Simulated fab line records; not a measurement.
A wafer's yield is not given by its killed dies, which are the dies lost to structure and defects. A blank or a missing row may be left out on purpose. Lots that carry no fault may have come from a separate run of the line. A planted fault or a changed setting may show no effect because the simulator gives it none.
Matching of chambers | flow n5-finfet | N5_BEOL_M1_ALD_98 on ald-sin-01: 4 sister chambers
The step deposits SiO2, target thk 2.5 nm, pulse time 1 s, co reactant pulse time 1 s. 4 wafers are shown with their chamber, then 10 later ones without.

== WAFERS, EACH WITH ITS CHAMBER ==
wafer  | chamber | heater-power-w (W)
L083.4 | 3       | 66
L083.5 | 2       | 76
L088.1 | 0       | 84
L088.4 | 1       | 67

== WAFERS WITH NO CHAMBER GIVEN ==
wafer  | heater-power-w (W)
L088.5 | 83
L092.1 | 77
L092.2 | 84
L092.3 | 67
L094.1 | 67
L094.4 | 64
L094.5 | 65
L096.1 | 87
L096.2 | 75
L096.4 | 68

== WHICH CHAMBER EACH ONE RAN IN ==
wafer  | from the rows above     | in truth
L088.5 | 0                       | 0
L092.1 | 2                       | 2
L092.2 | 0                       | 0
L092.3 | can't be placed: 1 or 3 | 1
L094.1 | can't be placed: 1 or 3 | 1
L094.4 | can't be placed: 3 or 1 | 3
L094.5 | can't be placed: 3 or 1 | 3
L096.1 | 0                       | 0
L096.2 | 2                       | 2
L096.4 | can't be placed: 1 or 3 | 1
Placed correctly: 5 of 10. Cannot be placed on the basis of these rows: 5; the candidates contain the true chamber in 5. Wrongly placed: 0.
How it was worked out, from the rows above alone: a wafer's distance from a chamber is the root of the sum, over the readings, of the square of ((its reading less the chamber's mean) divided by the reading's scatter). If the next closest chamber is less than 2 further off than the closest, the wafer can't be placed; otherwise it belongs to the closest. A chamber's mean is the mean of its shown wafers. The scatter: root of mean squared gap, hidden wafer to nearest shown wafer, with one shown wafer a chamber.
